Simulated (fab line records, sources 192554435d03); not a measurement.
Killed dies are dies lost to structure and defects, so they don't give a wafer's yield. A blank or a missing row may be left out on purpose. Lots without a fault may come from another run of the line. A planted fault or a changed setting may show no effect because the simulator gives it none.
fab line records | flow n5_finfet
record lots=7 wafers=39
route steps=1938 shown FIN_SAQP@96 HKMG_FIN@397 GATE_CUT@477
start_h: hours from the record's first day to the start of the lot's first wafer shown | wait_h: hours since the lot's step before | " the same as in the row above | L1.1+2: a row that stands for several wafers | - no value, or no start given | * or withheld: withheld | < > ~ a bound
route shown NAME@n: a module of which the file shows steps, and the number in the route of the first | usual: mean/standard deviation of fault-free wafers | same: alike in all rows | chamber/n: place in a boat | sites: the reading at each site | _std_site: their standard deviation | _edge_site: outer sites' mean less inner sites' | radius_mm: how far each site lies from the wafer's centre | mask NAME#n: copy n | behind: the tool/chamber that last shaped the wafer | hold: why the lot was held/for how many hours/how that ended | device: the transistor (n, p or np) that didn't switch | end of line: the same wafers' tests at the end of the route | a step without rows: its recipe alone | killed: dies lost to structure and defects at the first sort, not the wafer's yield | map: a wafer's dies, x killed, . not, _ none there
set.NAME: the setting as run; set.NAME@STEP: as run at that earlier step | model.NAME: the simulator's own value behind a step, which no gauge read
lots whose settings were changed on purpose; a table a step, a row a wafer
## steps
# step N5_FIN_SAQP_HM_DEP_03
# recipe material=SiNx target_thk_a=380 temp_c=400 precursor=SiH4/NH3/N2 pressure_torr=1.5 rf_w=300 time_s=33.6
# columns lot.wafer tool chamber start_h wait_h set.target_thk_a model.SiNx_of_FIN_SAQP_HM_DEP_03.thk_nm
L078.1 pecvd-04 1 44.51 0.2 380 38.29
L078.2 " 0 " " 211.7 21.21
L078.3 " 2 " " 380 37.6
L078.4 " 2 " " 211.7 21.86
L078.5 " 1 " " 380 38.69
L078.6 " 0 " " 211.7 20.9
L081.1 pecvd-01 1 63.09 0.2 491.3 48.81
L081.2 " 0 " " 380 38.33
L081.3 " 2 " " 380 37.74
L081.4 " 1 " " 380 38.05
L081.5 " 2 " " 491.3 49.13
L081.6 " 0 " " 491.3 49.12
L082.1 pecvd-03 0 69.47 0.2 380 37.24
L082.2 " 1 " " 481.3 47.13
L082.3 " 2 " " 481.3 47.73
L082.4 " 2 " " 481.3 48.3
L082.5 " 1 " " 380 37.99
L082.6 " 0 " " 380 37.9
L083.1 pecvd-04 2 74.91 0.2 380 38.39
L083.2 " 0 " " 265.4 27.27
L083.3 " 1 " " 380 38.55
L083.4 " 0 " " 380 38.51
L083.5 " 2 " " 265.4 27.61
L083.6 " 1 " " 265.4 27.5
L087.1 pecvd-04 0 99.39 0.2 380 37.45
L087.2 " 1 " " 380 38.08
L087.5 " 0 " " 380 38.64
L090.1 pecvd-04 0 117.78 0.2 380 38.37
L090.2 " 2 " " 380 38.47
L090.3 " 1 " " 380 38.98
L090.4 " 0 " " 380 38.79
L090.5 " 1 " " 380 38.84
L090.6 " 2 " " 380 39.1
L093.1 pecvd-01 1 135.15 0.2 380 37.61
L093.2 " 2 " " 217.1 20.8
L093.3 " 0 " " 217.1 21.49
L093.4 " 2 " " 380 37.99
L093.5 " 1 " " 380 38
L093.6 " 0 " " 217.1 21.98
# step N5_FIN_SAQP_THK_MEAS_05
# usual thk_nm=38.1/0.47
# columns lot.wafer tool chamber start_h wait_h set.target_thk_a@FIN_SAQP_HM_DEP_03 thk_nm
L078.1 film_metro-01 - 44.60 0.1 380 38.3
L078.2 " - " " 211.7 21.2
L078.3 " - " " 380 37.6
L078.4 " - " " 211.7 21.9
L078.5 " - " " 380 38.7
L078.6 " - " " 211.7 20.9
L081.1 film_metro-01 - 63.18 0.1 491.3 48.8
L081.2 " - " " 380 38.3
L081.3 " - " " 380 37.7
L081.4 " - " " 380 38.0
L081.5 " - " " 491.3 49.1
L081.6 " - " " 491.3 49.1
L082.1 film_metro-02 - 69.56 0.1 380 37.3
L082.2 " - " " 481.3 47.2
L082.3 " - " " 481.3 47.7
L082.4 " - " " 481.3 48.3
L082.5 " - " " 380 38.0
L082.6 " - " " 380 37.8
L083.1 film_metro-01 - 74.99 0.1 380 38.4
L083.2 " - " " 265.4 27.3
L083.3 " - " " 380 38.5
L083.4 " - " " 380 38.5
L083.5 " - " " 265.4 27.6
L083.6 " - " " 265.4 27.5
L087.1 film_metro-02 - 99.48 0.1 380 37.5
L087.2 " - " " 380 38.1
L087.5 " - " " 380 38.7
L090.1 film_metro-01 - 117.87 0.1 380 38.4
L090.2 " - " " 380 38.5
L090.3 " - " " 380 39.0
L090.4 " - " " 380 38.8
L090.5 " - " " 380 38.8
L090.6 " - " " 380 39.1
L093.1 film_metro-01 - 135.24 0.1 380 37.6
L093.2 " - " " 217.1 20.8
L093.3 " - " " 217.1 21.4
L093.4 " - " " 380 38.0
L093.5 " - " " 380 38.0
L093.6 " - " " 217.1 22.0
# step N5_FIN_SAQP_PECVD_47
# recipe material=a-Si target_thk_a=450 temp_c=400 precursor=SiH4/He pressure_torr=3 rf_w=100 time_s=36.3
# step N5_FIN_SAQP_PECVD_48
# recipe material=SiNx target_thk_a=250 temp_c=400 precursor=SiH4/NH3/N2 pressure_torr=1.5 rf_w=300 time_s=22.1
# step N5_FIN_SAQP_MANDREL2_REMOVE_60
# recipe chemistry=HBr/Cl2/O2 bt_time_s=10 target=a-Si stop_on=SiNx endpoint=OES-SiCl over_etch_frac=1 icp_w=600 bias_w=22 HBr_flow_sccm=150 Cl2_flow_sccm=80 O2_flow_sccm=5 pressure_mtorr=10
# step N5_FIN_SAQP_HM_OPEN_33
# recipe chemistry=CH3F/O2 target=SiNx mask_material=SiO2 target_depth_a=494 time_s=70.6 pressure_mtorr=30 source_w=395 bias_w=73 Ar_flow_sccm=150 CH3F_flow_sccm=30 O2_flow_sccm=20 ion_energy_ev=120 ends=cleared
# usual etch_rf_on_time_s=69.7/1.2
# columns lot.wafer tool chamber start_h wait_h set.target_thk_a@FIN_SAQP_HM_DEP_03 etch_rf_on_time_s model.etch.depth_nm
L078.1 rie_diel-03 0 49.50 0.0 380 69.2 37.66
L078.2 " 3 " " 211.7 38.7 20.58
L078.3 " 2 " " 380 67.0 36.93
L078.4 " 3 " " 211.7 39.8 21.21
L078.5 " 0 " " 380 70.1 38.06
L078.6 " 2 " " 211.7 37.1 20.22
L081.1 rie_diel-06 3 69.27 0.0 491.3 87.9 48.12
L081.2 " 1 " " 380 69.1 37.7
L081.3 " 0 " " 380 68.7 37.07
L081.4 " 2 " " 380 68.9 37.33
L081.5 " 0 " " 491.3 91.0 48.5
L081.6 " 1 " " 491.3 88.2 48.43
L082.1 rie_diel-05 2 74.60 0.0 380 68.9 36.57
L082.2 " 0 " " 481.3 87.3 46.5
L082.3 " 1 " " 481.3 89.4 47.1
L082.4 " 0 " " 481.3 89.8 47.65
L082.5 " 1 " " 380 70.9 37.36
L082.6 " 2 " " 380 70.2 37.25
L083.1 rie_diel-06 1 81.43 0.0 380 69.5 37.7
L083.2 " 2 " " 265.4 48.9 26.55
L083.3 " 0 " " 380 70.9 37.92
L083.4 " 3 " " 380 69.8 37.84
L083.5 " 0 " " 265.4 49.8 26.89
L083.6 " 3 " " 265.4 49.0 26.82
L087.1 rie_diel-03 2 104.31 0.1 380 67.6 36.82
L087.2 " 1 " " 380 68.4 37.45
L087.5 " 2 " " 380 70.1 38.01
L090.1 rie_diel-05 1 123.53 0.0 380 71.1 37.7
L090.2 " 3 " " 380 69.6 37.74
L090.3 " 0 " " 380 72.3 38.29
L090.4 " 2 " " 380 71.8 38.16
L090.5 " 1 " " 380 71.9 38.15
L090.6 " 0 " " 380 72.1 38.43
L093.1 rie_diel-05 0 140.13 0.0 380 69.1 36.94
L093.2 " 1 " " 217.1 38.2 20.15
L093.3 " 3 " " 217.1 38.6 20.86
L093.4 " 2 " " 380 71.8 37.37
L093.5 " 0 " " 380 70.5 37.37
L093.6 " 1 " " 217.1 40.6 21.31
# step N5_HKMG_FIN_DEVELOP_48
# recipe develop_time_s=30 developer=TMAH resist=CAR-ArF rinse_liquid=diw dry=air_spin dev_temp_c=23
# columns lot.wafer tool chamber start_h wait_h set.develop_time_s
L078.1+3+6 litho_track-04 0 - - 30
L078.2+4+5 " 0 " " 23.01
L081.1+2+4 litho_track-01 0 - - 46.48
L081.3+5+6 " 0 " " 30
L082.1+4+5 litho_track-04 0 - - 42.96
L082.2+3+6 " 0 " " 30
L083.1+2+6 litho_track-04 0 - - 30
L083.3+4+5 " 0 " " 12.86
L087.1+2+5 litho_track-02 0 - - 30
L090.1+2+3+4+5+6 litho_track-04 0 - - 30
L093.1+2+5 litho_track-01 0 - - 38.13
L093.3+4+6 " 0 " " 30
# step N5_HKMG_FIN_CD_MEAS_49
# recipe target_cd_nm=202 landing_energy_ev=500 detector=se_inlens polarity=opening
# usual cd_nm=202.1/0.63
# columns lot.wafer tool chamber start_h wait_h set.develop_time_s@HKMG_FIN_DEVELOP_48 cd_nm
L078.1 cd_sem-01 0 96.60 - 30 201.8
L078.2 " 0 " " 23.01 201.0
L078.3 " 0 " " 30 203.0
L078.4 " 0 " " 23.01 201.3
L078.5 " 0 " " 23.01 201.2
L078.6 " 0 " " 30 202.1
L081.1 cd_sem-03 0 116.64 - 46.48 203.2
L081.2 " 0 " " 46.48 203.4
L081.3 " 0 " " 30 201.0
L081.4 " 0 " " 46.48 203.1
L081.5 " 0 " " 30 201.2
L081.6 " 0 " " 30 200.5
L082.1 cd_sem-02 0 120.59 - 42.96 203.8
L082.2 " 0 " " 30 201.7
L082.3 " 0 " " 30 201.6
L082.4 " 0 " " 42.96 203.2
L082.5 " 0 " " 42.96 203.6
L082.6 " 0 " " 30 201.5
L083.1 cd_sem-02 0 127.94 - 30 202.6
L083.2 " 0 " " 30 203.5
L083.3 " 0 " " 12.86 198.8
L083.4 " 0 " " 12.86 198.9
L083.5 " 0 " " 12.86 198.7
L083.6 " 0 " " 30 203.4
L087.1 cd_sem-02 0 152.32 - 30 202.2
L087.2 " 0 " " 30 201.7
L087.5 " 0 " " 30 202.1
L090.1 cd_sem-02 0 171.03 - 30 202.6
L090.2 " 0 " " 30 202.3
L090.3 " 0 " " 30 201.8
L090.4 " 0 " " 30 203.5
L090.5 " 0 " " 30 202.2
L090.6 " 0 " " 30 201.9
L093.1 cd_sem-01 0 188.27 - 38.13 202.5
L093.2 " 0 " " 38.13 202.9
L093.3 " 0 " " 30 201.1
L093.4 " 0 " " 30 201.2
L093.5 " 0 " " 38.13 202.6
L093.6 " 0 " " 30 200.4
# step N5_HKMG_FIN_DESCUM_53
# recipe chemistry=O2 time_s=7.9 source_power_w=50 bias_power_w=20 pressure_mtorr=20 rf_frequency_hz=2.712e+07 temp_c=40 resist=CAR-ArF o2_flow_sccm=225
# step N5_HKMG_FIN_ETCH_54
# recipe chemistry=CF4 target=SiARC target_depth_a=455 mask_material=CAR-ArF time_s=75.8 ion_energy_ev=80 pressure_mtorr=40 source_w=545 bias_w=36 Ar_flow_sccm=100 cf4_flow_sccm=100 ends=cleared
# columns lot.wafer tool chamber start_h wait_h set.develop_time_s@HKMG_FIN_DEVELOP_48 model.HKMG_FIN.cd_offset_nm
L078.1 rie_diel-03 3 96.73 0.0 30 0
L078.2+4 " 1,2 " " 23.01 -0.4
L078.3 " 0 " " 30 0.8
L078.5 " 1 " " 23.01 -0.8
L078.6 " 0 " " 30 0.4
L081.1+4 rie_diel-06 0 116.90 0.0 46.48 1
L081.2 " 3 " " 46.48 1.2
L081.3 " 2 " " 30 -1
L081.5 " 3 " " 30 -0.8
L081.6 " 2 " " 30 -1.4
L082.1 rie_diel-06 1 120.72 0.0 42.96 2
L082.2+6 " 2,3 " " 30 -0.2
L082.3 " 3 " " 30 -0.4
L082.4 " 0 " " 42.96 1.2
L082.5 " 0 " " 42.96 1.8
L083.1 rie_diel-06 2 128.06 0.0 30 0.4
L083.2 " 3 " " 30 1
L083.3+4 " 0,1 " " 12.86 -3.4
L083.5 " 2 " " 12.86 -3.6
L083.6 " 1 " " 30 1.2
L087.1+2 rie_diel-05 0,1 152.45 0.0 30 -0.2
L087.5 " 3 " " 30 0.2
L090.1 rie_diel-03 0 171.47 0.0 30 0.6
L090.2+3+5 " 2,1,0 " " 30 0.2
L090.4 " 3 " " 30 1.2
L090.6 " 3 " " 30 0
L093.1 rie_diel-06 3 188.39 0.0 38.13 0.8
L093.2 " 1 " " 38.13 1
L093.3 " 0 " " 30 -0.6
L093.4 " 2 " " 30 -0.8
L093.5 " 1 " " 38.13 0.6
L093.6 " 2 " " 30 -1.2
# step N5_HKMG_FIN_ETCH_55
# recipe chemistry=N2/H2 target=SOC target_depth_a=2400 temp_c=40 time_s=300 ion_energy_ev=200 mask_material=SiARC pressure_mtorr=30 source_w=840 bias_w=150 n2_flow_sccm=200 h2_flow_sccm=200
# columns lot.wafer tool chamber start_h wait_h set.develop_time_s@HKMG_FIN_DEVELOP_48 model.HKMG_FIN.cd_offset_nm
L078.1+3 rie_diel-03 3,0 96.78 0.0 30 0.4
L078.2 " 1 " " 23.01 -0.2
L078.4 " 2 " " 23.01 -0.4
L078.5 " 1 " " 23.01 -1
L078.6 " 0 " " 30 0.2
L081.1 rie_diel-06 0 116.96 0.0 46.48 0.6
L081.2 " 3 " " 46.48 1
L081.3+6 " 2 " " 30 -1.4
L081.4 " 0 " " 46.48 0.8
L081.5 " 3 " " 30 -0.8
L082.1 rie_diel-06 1 120.77 0.0 42.96 2.2
L082.2 " 2 " " 30 -0.4
L082.3 " 3 " " 30 -1
L082.4 " 0 " " 42.96 0.6
L082.5 " 0 " " 42.96 1.6
L082.6 " 3 " " 30 -0.6
L083.1 rie_diel-06 2 128.12 0.0 30 0.4
L083.2 " 3 " " 30 0.8
L083.3 " 0 " " 12.86 -3.8
L083.4 " 1 " " 12.86 -3.2
L083.5 " 2 " " 12.86 -3.6
L083.6 " 1 " " 30 1.2
L087.1 rie_diel-05 0 152.50 0.0 30 -0.2
L087.2 " 1 " " 30 -0.6
L087.5 " 3 " " 30 0
L090.1+5 rie_diel-03 0 171.52 0.0 30 0.2
L090.2+6 " 2,3 " " 30 0
L090.3 " 1 " " 30 -0.2
L090.4 " 3 " " 30 1.2
L093.1 rie_diel-06 3 188.45 0.0 38.13 -0.2
L093.2 " 1 " " 38.13 0.6
L093.3 " 0 " " 30 -1.4
L093.4 " 2 " " 30 -1.2
L093.5 " 1 " " 38.13 0.2
L093.6 " 2 " " 30 -1.6
# step N5_GATE_CUT_HM_DEP_46
# recipe material=SiO2 target_thk_a=1300 temp_c=400 precursor=TEOS/O2 pressure_torr=6.5 rf_w=900 teos_flow_sccm=161.4 gas=O2 flow_sccm=2650 time_s=26.6
# columns lot.wafer tool chamber start_h wait_h set.time_s model.SiO2_of_GATE_CUT_HM_DEP_46.thk_nm
L078.1 pecvd-01 1 107.97 0.0 38.44 184.4
L078.2+5 " 0,2 " " 26.6 131.2
L078.3 " 2 " " 26.6 129.2
L078.4 " 1 " " 38.44 187.6
L078.6 " 0 " " 38.44 188.4
L081.1 pecvd-04 0 127.75 0.0 26.6 131.6
L081.2 " 2 " " 26.6 129.8
L081.3 " 1 " " 26.6 129.2
L081.4 " 2 " " 26.6 134.8
L081.5 " 0 " " 26.6 132.2
L081.6 " 1 " " 26.6 132.8
L082.1 pecvd-01 2 131.88 0.0 26.6 129.6
L082.2 " 1 " " 26.6 130
L082.3 " 0 " " 26.6 131.6
L082.4 " 2 " " 26.6 131.8
L082.5 " 0 " " 26.6 132.4
L082.6 " 1 " " 26.6 132.8
L083.1 pecvd-02 2 140.18 0.0 31.67 151.8
L083.2 " 1 " " 26.6 129.2
L083.3 " 0 " " 26.6 128.8
L083.4 " 2 " " 31.67 153.6
L083.5 " 0 " " 26.6 128.6
L083.6 " 1 " " 31.67 153
L087.1 pecvd-04 1 163.45 0.0 26.6 131.4
L087.2 " 2 " " 26.6 129.4
L087.5 " 2 " " 26.6 131.6
L090.1 pecvd-02 0 183.06 0.0 26.6 130.4
L090.2 " 1 " " 36.56 176.4
L090.3 " 2 " " 36.56 178
L090.4 " 1 " " 26.6 132.6
L090.5 " 0 " " 36.56 179
L090.6 " 2 " " 26.6 132
L093.1+3 pecvd-04 1,0 199.50 0.0 26.6 130.4
L093.2 " 2 " " 26.6 130
L093.4 " 1 " " 26.6 131.4
L093.5 " 0 " " 26.6 130.6
L093.6 " 2 " " 26.6 131.8
# step N5_GATE_CUT_COAT_34
# recipe resist=SOC temp_c=250 time_s=60 spin_rpm=1500 resist_thk_nm=60
# step N5_GATE_CUT_COAT_35
# recipe resist=SiARC temp_c=220 time_s=60 spin_rpm=1500 resist_thk_nm=10
# step N5_GATE_CUT_STRIP_38
# recipe chemistry=N2/H2 temp_c=40 n2_flow_sccm=200 h2_flow_sccm=200 rf_frequency_hz=6e+07
# step N5_GATE_CUT_STRIP_39
# recipe chemistry=N2/H2 temp_c=40 n2_flow_sccm=200 h2_flow_sccm=200 rf_frequency_hz=6e+07
# step N5_GATE_CUT_HM_OPEN_40
# recipe chemistry=C4F6/O2 target=SiO2 mask_material=SiARC target_depth_a=1390 time_s=85.1 ion_energy_ev=250 pressure_mtorr=30 source_w=345 bias_w=185 Ar_flow_sccm=300 C4F6_flow_sccm=10 O2_flow_sccm=10 ends=cleared
# usual etch_rf_on_time_s=94.8/1.6
# columns lot.wafer tool chamber start_h wait_h set.time_s@GATE_CUT_HM_DEP_46 etch_rf_on_time_s model.etch.depth_nm model.SOC_of_GATE_CUT_COAT_34.thk_nm
L078.1 rie_diel-01 3 108.77 0.0 38.44 133.6 184.4 21.6
L078.2 " 1 " " 26.6 96.1 131.3 32.4
L078.3 " 2 " " 26.6 92.6 129.3 32.8
L078.4 " 3 " " 38.44 134.8 187.7 20.8
L078.5 " 2 " " 26.6 94.1 131.1 32.4
L078.6 " 1 " " 38.44 137.2 188.4 20.4
L081.1 rie_diel-02 3 128.54 0.0 26.6 95.0 131.5 32.8
L081.2 " 1 " " 26.6 93.4 129.9 33
L081.3 " 0 " " 26.6 93.9 129.3 33
L081.4 " 2 " " 26.6 95.1 134.7 32
L081.5 " 3 " " 26.6 95.1 132.1 32.6
L081.6 " 2 " " 26.6 93.6 132.8 32.4
L082.1 rie_diel-04 0 132.50 0.0 26.6 96.9 129.5 33
L082.2 " 3 " " 26.6 94.8 130 32.6
L082.3 " 2 " " 26.6 97.7 131.5 32.8
L082.4 " 1 " " 26.6 97.2 131.8 32.8
L082.5 " 0 " " 26.6 99.4 132.3 32.4
L082.6 " 3 " " 26.6 96.6 132.8 32.2
L083.1 rie_diel-04 1 140.80 0.0 31.67 108.6 151.8 28.6
L083.2 " 0 " " 26.6 94.5 129.3 33
L083.3 " 2 " " 26.6 93.8 128.7 33.4
L083.4 " 3 " " 31.67 109.7 153.6 27.6
L083.5 " 3 " " 26.6 91.7 128.7 33
L083.6 " 2 " " 31.67 110.8 153 28.2
L087.1 rie_diel-01 3 164.07 0.0 26.6 96.2 131.4 32.8
L087.2 " 1 " " 26.6 95.6 129.5 33.2
L087.5 " 0 " " 26.6 95.1 131.7 32.8
L090.1 rie_diel-01 1 184.04 0.0 26.6 96.7 130.3 32.8
L090.2 " 2 " " 36.56 127.0 176.4 23
L090.3 " 0 " " 36.56 129.3 178 22.8
L090.4 " 3 " " 26.6 96.5 132.6 32.4
L090.5 " 3 " " 36.56 131.1 179 22.6
L090.6 " 0 " " 26.6 96.0 132 32.4
L093.1 rie_diel-02 2 200.12 0.0 26.6 93.9 130.3 32.6
L093.2 " 3 " " 26.6 94.5 130.1 32.6
L093.3 " 0 " " 26.6 96.4 130.4 32.4
L093.4 " 1 " " 26.6 95.9 131.5 32.2
L093.5 " 0 " " 26.6 95.6 130.6 32.2
L093.6 " 3 " " 26.6 95.5 131.8 32.2
# step N5_GATE_CUT_STRIP_41
# recipe chemistry=CF4 resist=SiARC power_w=300 bias_power_w=75 pressure_mtorr=50 cf4_flow_sccm=150 rf_frequency_hz=6e+07
# step N5_GATE_CUT_STRIP_42
# recipe chemistry=O2 power_w=400 temp_c=40 pressure_mtorr=30 rf_frequency_hz=6e+07 bias_power_w=0 overash_fraction=0.3 o2_flow_sccm=225
# step N5_GATE_CUT_ALD_22
# recipe material=SiNx target_thk_a=160 temp_c=400 ald_precursor_family=SiH2I2 ald_co_reactant=N2/H2-plasma pulse_time_s=1 ald_cycles=320 purge_time_s=2 co_reactant_purge_time_s=2 pressure_torr=2
# step N5_GATE_CUT_CMP_23
# recipe stop_on=SiO2 t_overpolish_s=23.4 post_cmp_clean=alkaline_brush down_force_psi=2.5 platen_rpm=51.8 pad_velocity_m_s=1.0307 target_thk_nm=16
# step N5_GATE_CUT_THK_MEAS_24
# recipe reads=SiO2_of_GATE_CUT_HM_DEP_46+SiO2_flowable_of_ILD0_FCVD_FILL_01
# usual GC_FILL_THK=220.2/2
# columns lot.wafer tool chamber start_h wait_h set.time_s@GATE_CUT_HM_DEP_46 GC_FILL_THK[nm]
L078.1 film_metro-02 - 111.55 - 38.44 275.1
L078.2 " - " " 26.6 221.6
L078.3 " - " " 26.6 219.1
L078.4 " - " " 38.44 279.2
L078.5 " - " " 26.6 221.4
L078.6 " - " " 38.44 279.4
L081.1 film_metro-01 - 131.61 - 26.6 221.6
L081.2 " - " " 26.6 220.3
L081.3 " - " " 26.6 218.5
L081.4 " - " " 26.6 224.4
L081.5 " - " " 26.6 221.8
L081.6 " - " " 26.6 222.4
L082.1 film_metro-01 - 135.20 - 26.6 219.5
L082.2 " - " " 26.6 220.0
L082.3 " - " " 26.6 221.6
L082.4 " - " " 26.6 221.6
L082.5 " - " " 26.6 223.0
L082.6 " - " " 26.6 223.3
L083.1 film_metro-01 - 143.36 - 31.67 239.6
L083.2 " - " " 26.6 217.9
L083.3 " - " " 26.6 217.0
L083.4 " - " " 31.67 242.7
L083.5 " - " " 26.6 217.4
L083.6 " - " " 31.67 240.9
L087.1 film_metro-01 - 166.62 - 26.6 220.0
L087.2 " - " " 26.6 219.0
L087.5 " - " " 26.6 220.8
L090.1 film_metro-01 - 187.95 - 26.6 220.4
L090.2 " - " " 36.56 266.0
L090.3 " - " " 36.56 267.4
L090.4 " - " " 26.6 221.6
L090.5 " - " " 36.56 269.4
L090.6 " - " " 26.6 222.8
L093.1 film_metro-01 - 202.57 - 26.6 218.9
L093.2 " - " " 26.6 219.2
L093.3 " - " " 26.6 220.5
L093.4 " - " " 26.6 220.9
L093.5 " - " " 26.6 219.6
L093.6 " - " " 26.6 221.3
# step N5_GATE_CUT_CMP_43
# recipe material=SiO2 post_cmp_clean=rinse_only
# columns lot.wafer tool chamber start_h wait_h set.time_s@GATE_CUT_HM_DEP_46 model.SiO2_of_GATE_CUT_HM_DEP_46.thk_nm
L078.4+6 cmp-01 3,0 111.58 0.0 38.44 7.8
L078.2+3+5 " 0,1,3 " " 26.6 5
L078.1 " 2 " " 38.44 7.6
L081.1+3+2 cmp-03 3,0,1 132.48 0.9 26.6 5
L081.4+5+6 " 2,3,0 " " 26.6 5.2
L082.1+2+3+4 cmp-03 1,2,3,0 135.39 0.2 26.6 5
L082.6+5 " 1,2 " " 26.6 5.2
L083.2+3+5 cmp-03 0,2,1 143.39 0.0 26.6 5
L083.1+6 " 1,0 " " 31.67 6
L083.4 " 3 " " 31.67 6.2
L087.2+1+5 cmp-01 1,2,1 166.73 0.1 26.6 5
L090.1+6 cmp-03 1,2 187.98 0.0 26.6 5
L090.3+2 " 2,0 " " 36.56 7.2
L090.4 " 3 " " 26.6 5.2
L090.5 " 1 " " 36.56 7.4
L093.2+3+4+1+5+6 cmp-04 3,0,1,2,3,0 202.73 0.2 26.6 5
## key
split step=N5_FIN_SAQP_HM_DEP_03 setting=target_thk_a stated=380 by=wafer
response step=N5_FIN_SAQP_HM_DEP_03 reading=model.SiNx_of_FIN_SAQP_HM_DEP_03.thk_nm change=+0.378 per=1% r=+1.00
response step=N5_FIN_SAQP_THK_MEAS_05 reading=thk_nm change=* per=1% r=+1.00
response step=N5_FIN_SAQP_HM_OPEN_33 reading=etch_rf_on_time_s change=* per=1% r=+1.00
response step=N5_FIN_SAQP_HM_OPEN_33 reading=model.etch.depth_nm change=+0.378 per=1% r=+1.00
split step=N5_HKMG_FIN_DEVELOP_48 setting=develop_time_s stated=30 by=wafer
response step=N5_HKMG_FIN_CD_MEAS_49 reading=cd_nm change=+0.0569 per=1% r=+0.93
response step=N5_HKMG_FIN_ETCH_54 reading=model.HKMG_FIN.cd_offset_nm change=+0.0547 per=1% r=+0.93
response step=N5_HKMG_FIN_ETCH_55 reading=model.HKMG_FIN.cd_offset_nm change=+0.0544 per=1% r=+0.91
split step=N5_GATE_CUT_HM_DEP_46 setting=time_s stated=26.6 by=wafer
response step=N5_GATE_CUT_HM_DEP_46 reading=model.SiO2_of_GATE_CUT_HM_DEP_46.thk_nm change=+1.25 per=1% r=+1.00
response step=N5_GATE_CUT_HM_OPEN_40 reading=etch_rf_on_time_s change=* per=1% r=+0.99
response step=N5_GATE_CUT_HM_OPEN_40 reading=model.etch.depth_nm change=+1.25 per=1% r=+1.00
response step=N5_GATE_CUT_HM_OPEN_40 reading=model.SOC_of_GATE_CUT_COAT_34.thk_nm change=-0.261 per=1% r=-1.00
response step=N5_GATE_CUT_THK_MEAS_24 reading=GC_FILL_THK change=+1.26 per=1% r=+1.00
response step=N5_GATE_CUT_CMP_43 reading=model.SiO2_of_GATE_CUT_HM_DEP_46.thk_nm change=+0.0599 per=1% r=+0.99
